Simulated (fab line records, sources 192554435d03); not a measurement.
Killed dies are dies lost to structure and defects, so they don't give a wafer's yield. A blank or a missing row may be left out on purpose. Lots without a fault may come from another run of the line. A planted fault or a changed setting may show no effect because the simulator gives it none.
Chamber matching | flow n5_finfet | N5_HKMG_FIN_HK_ALD_01 on ald_hk-03: 4 sister chambers
The step deposits HfO2, target thk 1.6 nm, pulse time 3 s, purge time 3 s. 4 wafers are shown with their chamber, then 10 later ones without.

WAFERS WITH THEIR CHAMBER
wafer  | chamber | precursor_pulse_height_rel
L085.3 | 2       | 1.020
L085.4 | 3       | 1.018
L087.3 | 0       | 1.005
L087.5 | 1       | 0.995

WAFERS WITHOUT THEIR CHAMBER
wafer  | precursor_pulse_height_rel
L087.6 | 0.977
L088.1 | 1.004
L088.3 | 1.023
L088.5 | 1.000
L090.1 | 0.972
L090.2 | 0.983
L090.4 | 1.009
L096.1 | 0.989
L096.5 | 0.992
L096.6 | 0.986

WHICH CHAMBER EACH WENT THROUGH
wafer  | from the rows above               | in truth
L087.6 | can't be placed: 1 or 0           | 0
L088.1 | can't be placed: 0 or 1 or 3 or 2 | 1
L088.3 | can't be placed: 2 or 3 or 0      | 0
L088.5 | can't be placed: 0 or 1 or 3 or 2 | 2
L090.1 | can't be placed: 1 or 0           | 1
L090.2 | can't be placed: 1 or 0           | 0
L090.4 | can't be placed: 0 or 3 or 2 or 1 | 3
L096.1 | can't be placed: 1 or 0           | 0
L096.5 | can't be placed: 1 or 0           | 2
L096.6 | can't be placed: 1 or 0           | 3
Placed correctly: 0 of 10. Can't be placed from these rows: 10 (the true chamber is among the candidates in 8). Placed wrongly: 0.
How it was worked out, from the rows above alone: a wafer's distance from a chamber is the root of the sum, over the readings, of the square of ((its reading less the chamber's mean) divided by the reading's scatter). The wafer belongs to the nearest chamber; if the next one is less than 2 further off, it can't be placed. A chamber's mean is the mean of its shown wafers. The scatter: with one shown wafer a chamber, the root of the mean of the squares of how far each hidden wafer lies from its nearest shown one.
